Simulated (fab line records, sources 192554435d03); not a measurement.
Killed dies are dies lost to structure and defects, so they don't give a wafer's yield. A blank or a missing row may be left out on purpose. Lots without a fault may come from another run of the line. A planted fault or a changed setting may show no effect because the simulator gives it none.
Which tool did it? | flow n5_finfet | 8 lots, 24 wafers sampled, at 6 steps of a route of 1938

WHAT THE GAUGES READ, wafer by wafer
N5_HKMG_FIN_CD_MEAS_12: target cd 92.8 nm. Usual: cd_nm 93.0 nm, standard deviation 0.64.
lot  | measured    | on        | cd_nm (nm)     | flag
L549 | day 4 18:38 | cd_sem-03 | 92.5 92.4 92.8 |
L553 | day 5 21:07 | cd_sem-02 | 91.8 92.9 92.5 |
L554 | day 6 01:45 | cd_sem-03 | 93.3 93.8 92.7 |
L555 | day 6 08:45 | cd_sem-03 | 92.6 92.2 93.0 |
L556 | day 6 13:06 | cd_sem-02 | 93.0 93.3 93.4 |
L565 | day 8 15:25 | cd_sem-03 | 92.3 93.1 92.5 |
L568 | day 9 11:57 | cd_sem-02 | 93.5 92.0 93.7 |
L569 | day 9 14:59 | cd_sem-02 | 93.5 92.6 92.3 |

N5_HKMG_FIN_OVL_MEAS_13. Usual: NWFM_OVL 0.1 nm, standard deviation 0.8.
lot  | measured    | on         | NWFM_OVL (nm)  | flag
L549 | day 4 18:40 | overlay-02 | 0.6 -0.7 0.2   |
L553 | day 5 21:09 | overlay-02 | -0.7 0.6 0.6   |
L554 | day 6 01:48 | overlay-01 | -1.2 -0.8 -1.1 |
L555 | day 6 08:47 | overlay-02 | 1.0 0.8 0.3    |
L556 | day 6 13:07 | overlay-01 | -0.1 0.2 0.5   |
L565 | day 8 15:26 | overlay-01 | -1.3 0.2 -0.3  |
L568 | day 9 11:59 | overlay-02 | 0.3 0.2 0.6    |
L569 | day 9 15:01 | overlay-02 | -0.7 0.7 -0.7  |

N5_BEOL_M4_RC_MEAS_101. Usual: DIBL_N 36.4 mV/V, standard deviation 1.6; DIBL_P 35.9 mV/V, standard deviation 2; IOFF_N 0.152 nA/um, standard deviation 0.03; IOFF_P 0.20 nA/um, standard deviation 0.032; ION_N 670 uA/um, standard deviation 12; ION_P 459 uA/um, standard deviation 7.3; SS_N 71.6 mV/dec, standard deviation 0.55; SS_P 73.2 mV/dec, standard deviation 0.69; VT_N 251 mV, standard deviation 3.5; VT_P -252 mV, standard deviation 3.2.
lot  | measured     | on        | DIBL_N (mV/V)  | DIBL_P (mV/V)  | IOFF_N (nA/um)    | IOFF_P (nA/um) | ION_N (uA/um) | ION_P (uA/um) | SS_N (mV/dec)  | SS_P (mV/dec)  | VT_N (mV)   | VT_P (mV)      | flag
L549 | day 8 05:18  | prober-02 | 38.9 41.3 37.0 | 38.1 39.3 35.2 | 0.199 0.236 0.152 | 0.26 0.28 0.21 | 689 693 676   | 468 476 465   | 71.2 71.6 70.1 | 73.4 74.2 72.7 | 245 246 252 | -249 -244 -249 |
L553 | day 9 13:25  | prober-02 | 34.1 36.5 33.6 | 35.9 38.9 35.0 | 0.137 0.184 0.140 | 0.20 0.24 0.18 | 666 681 674   | 462 467 457   | 71.4 71.9 71.2 | 72.8 73.5 72.2 | 252 246 249 | -251 -252 -256 |
L554 | day 10 08:22 | prober-01 | 34.1 38.1 35.6 | 33.3 39.7 35.3 | 0.108 0.193 0.132 | 0.13 0.22 0.16 | 658 688 674   | 448 467 458   | 70.8 71.8 71.5 | 72.8 74.8 73.4 | 258 247 253 | -261 -251 -253 |
L555 | day 10 08:34 | prober-02 | 36.9 36.9 36.3 | 34.1 34.5 34.2 | 0.151 0.152 0.139 | 0.18 0.19 0.19 | 681 680 669   | 453 468 464   | 72.2 71.7 71.5 | 73.2 73.0 73.0 | 251 251 251 | -255 -255 -251 |
L556 | day 10 12:04 | prober-01 | 39.0 39.8 35.8 | 39.5 41.5 36.2 | 0.203 0.230 0.138 | 0.21 0.25 0.17 | 686 691 666   | 461 470 453   | 72.2 72.4 71.7 | 73.6 74.4 73.2 | 248 246 253 | -253 -251 -256 |
L565 | day 12 22:43 | prober-02 | 34.8 37.4 33.3 | 35.7 36.9 33.8 | 0.120 0.139 0.092 | 0.18 0.20 0.16 | 656 639 638   | 458 444 453   | 71.3 72.3 70.8 | 73.2 73.4 72.5 | 255 260 262 | -254 -253 -253 |
L568 | day 13 16:52 | prober-01 | 35.5 37.1 37.3 | 34.9 37.8 36.7 | 0.136 0.177 0.158 | 0.17 0.21 0.20 | 653 669 661   | 444 451 451   | 71.0 71.6 71.6 | 72.5 73.4 72.5 | 253 249 251 | -254 -251 -252 |
L569 | day 13 23:13 | prober-02 | 35.3 36.3 34.5 | 35.4 35.6 35.5 | 0.135 0.160 0.127 | 0.19 0.20 0.20 | 671 667 664   | 458 452 464   | 71.7 72.3 71.1 | 73.6 73.2 73.2 | 255 253 254 | -253 -252 -251 |

WHICH TOOL RAN EACH LOT (tool, then ch and the chambers of the sampled wafers, then the start)
lot  | N5_HKMG_FIN_STRIP_93              | N5_HKMG_FIN_COAT_30              | N5_HKMG_FIN_ETCH_31
L549 | rie_diel-01 ch 0,1,2, day 4 16:12 | litho_track-05 ch 0, day 4 18:24 | rie_diel-01 ch 0,1,2, day 4 19:06
L553 | rie_diel-04 ch 0,1,2, day 5 18:33 | litho_track-05 ch 0, day 5 20:45 | rie_diel-01 ch 0,2,3, day 5 21:14
L554 | rie_diel-04 ch 0,2,3, day 5 23:14 | litho_track-05 ch 0, day 6 01:31 | rie_diel-03 ch 0,1,2, day 6 01:53
L555 | rie_diel-01 ch 0,2,3, day 6 06:12 | litho_track-05 ch 0, day 6 08:23 | rie_diel-01 ch 0,2,3, day 6 08:53
L556 | rie_diel-04 ch 0,1,2, day 6 10:33 | litho_track-01 ch 0, day 6 12:51 | rie_diel-01 ch 0,1,2, day 6 13:13
L565 | rie_diel-01 ch 2,3, day 8 12:51   | litho_track-02 ch 0, day 8 15:02 | rie_diel-03 ch 0,1,3, day 8 15:32
L568 | rie_diel-01 ch 0,1,2, day 9 09:26 | litho_track-02 ch 0, day 9 11:43 | rie_diel-04 ch 2,3, day 9 12:21
L569 | rie_diel-01 ch 0,1,3, day 9 12:20 | litho_track-02 ch 0, day 9 14:37 | rie_diel-03 ch 0,1,3, day 9 15:20
- N5_HKMG_FIN_STRIP_93: strips SOC in N2/H2, time 20 s.
- N5_HKMG_FIN_COAT_30: time 60 s, resist thk 35 nm.
- N5_HKMG_FIN_ETCH_31: etches SiARC in CF4, target depth 45.5 nm, time 75.8 s.

WHAT THE TOOLS THEMSELVES READ (means of the sampled wafers that have a number; where no wafer has one, the mark that the record gives instead)
N5_HKMG_FIN_STRIP_93. Usual: chamber_pressure_mTorr 50.00 mTorr, standard deviation 0.049; drypump_motor_current_A 5.6 A, standard deviation 0.44; oes_product_au 0.76 a.u., standard deviation 0.071; rf_vpp_V 54.2 V, standard deviation 0.82; showerhead_plenum_p_Torr 3.35 Torr, standard deviation 0.11; temp_c 39.99 C, standard deviation 0.11; throttle_valve_pct 19.04 %, standard deviation 0.28.
lot  | tool        | chamber_pressure_mTorr (mTorr) | drypump_motor_current_A (A) | oes_product_au (a.u.) | rf_vpp_V (V) | showerhead_plenum_p_Torr (Torr) | temp_c (C) | throttle_valve_pct (%) | flag
L549 | rie_diel-01 | 49.96                          | 5.3                         | 0.76                  | 54.4         | 3.22                            | 39.99      | 19.02                  |
L553 | rie_diel-04 | 49.99                          | 5.8                         | 0.75                  | 53.9         | 3.36                            | 40.03      | 19.12                  |
L554 | rie_diel-04 | 50.00                          | 5.5                         | 0.74                  | 54.5         | 3.38                            | 40.03      | 19.01                  |
L555 | rie_diel-01 | 49.98                          | 5.5                         | 0.77                  | 54.3         | 3.27                            | 39.96      | 19.14                  |
L556 | rie_diel-04 | 49.99                          | 5.8                         | 0.75                  | 54.0         | 3.36                            | 39.96      | 19.13                  |
L565 | rie_diel-01 | 50.00                          | 5.6                         | 0.84                  | 54.7         | 3.43                            | 39.96      | 19.28                  |
L568 | rie_diel-01 | 49.99                          | 5.3                         | 0.83                  | 54.0         | 3.34                            | 39.91      | 18.92                  |
L569 | rie_diel-01 | 50.00                          | 5.6                         | 0.76                  | 54.3         | 3.27                            | 39.97      | 19.20                  |

N5_HKMG_FIN_COAT_30. Usual: chill_plate_temp_C 23.00 C, standard deviation 0.094; plate_temp_C 220.01 C, standard deviation 0.18; spin_speed_rpm 1500.2 rpm, standard deviation 0.91.
lot  | tool           | chill_plate_temp_C (C) | plate_temp_C (C) | spin_speed_rpm (rpm) | flag
L549 | litho_track-05 | 23.07                  | 219.98           | 1500.2               |
L553 | litho_track-05 | 23.02                  | 220.01           | 1354.8               | OFF
L554 | litho_track-05 | 22.94                  | 220.06           | 1354.3               | OFF
L555 | litho_track-05 | 23.11                  | 220.05           | 1352.6               | OFF
L556 | litho_track-01 | 23.03                  | 220.00           | 1499.6               |
L565 | litho_track-02 | 22.82                  | 219.98           | 1500.0               |
L568 | litho_track-02 | 22.92                  | 220.17           | 1499.6               |
L569 | litho_track-02 | 23.00                  | 220.00           | 1500.5               |

N5_HKMG_FIN_ETCH_31. Usual: chamber_pressure_mTorr 40.00 mTorr, standard deviation 0.035; drypump_motor_current_A 5.6 A, standard deviation 0.51; etch_rf_on_time_s 76.2 s, standard deviation 1.3; oes_product_au 0.66 a.u., standard deviation 0.062; rf_vpp_V 183.7 V, standard deviation 1.1; showerhead_plenum_p_Torr 2.12 Torr, standard deviation 0.073; throttle_valve_pct 15.64 %, standard deviation 0.17.
lot  | tool        | chamber_pressure_mTorr (mTorr) | drypump_motor_current_A (A) | etch_rf_on_time_s (s) | oes_product_au (a.u.) | rf_vpp_V (V) | showerhead_plenum_p_Torr (Torr) | throttle_valve_pct (%) | flag
L549 | rie_diel-01 | 39.99                          | 5.3                         | 75.3                  | 0.66                  | 183.2        | 2.05                            | 15.68                  |
L553 | rie_diel-01 | 39.98                          | 5.5                         | 81.8                  | 0.65                  | 182.6        | 2.09                            | 15.64                  | OFF
L554 | rie_diel-03 | 40.00                          | 5.9                         | 80.0                  | 0.68                  | 184.5        | 2.17                            | 15.53                  |
L555 | rie_diel-01 | 40.03                          | 5.5                         | 81.2                  | 0.65                  | 183.6        | 2.09                            | 15.66                  | OFF
L556 | rie_diel-01 | 40.00                          | 5.3                         | 76.8                  | 0.64                  | 182.4        | 2.05                            | 15.71                  |
L565 | rie_diel-03 | 39.99                          | 5.4                         | 75.9                  | 0.67                  | 184.3        | 2.16                            | 15.62                  |
L568 | rie_diel-04 | 40.00                          | 5.5                         | 74.7                  | 0.80                  | 184.3        | 2.15                            | 15.39                  |
L569 | rie_diel-03 | 40.00                          | 5.4                         | 75.4                  | 0.67                  | 184.0        | 2.16                            | 15.63                  |

THE ANSWER, worked out from the rows above alone
Rule: a lot is off if the mean of its wafers that have a number lies more than 3 standard deviations from the usual mean. A lot without any number at a reading at which 4 lots or more have one is off too. The other lots that the step has rows for count as sound. The gauges are gone through in route order, then the tools' own readings, and for those a lot's mean is taken as printed above. The first step at which some lot is off is used, and at that step the reading that is off furthest; a lot without a number counts as furthest.
Off: L553, L554, L555, at N5_HKMG_FIN_COAT_30 (spin_speed_rpm).
A tool fits if, at that step or a process step before it, it ran every lot that is off, and no sound lot after the first of them. One fits: litho_track-05 at N5_HKMG_FIN_COAT_30. Its last sound lot is L549 (day 4 18:24), its first lot that is off L553 (day 5 20:45): a fault that began between those two fits.
The tool's own readings at N5_HKMG_FIN_COAT_30 bear it out: on the lots that are off they differ by more than 5 times the standard deviation of the sound lots' means. spin_speed_rpm reads 1353.9 rpm there against 1500.0 rpm on the sound lots.

WHAT THE SIMULATOR HAD PUT IN
Process parameter drift: litho_track-05, from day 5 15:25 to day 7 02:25, at N5_HKMG_FIN_COAT_30. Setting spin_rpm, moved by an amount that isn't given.
Lots struck among those shown: L553, L554, L555. The rule above found the same.
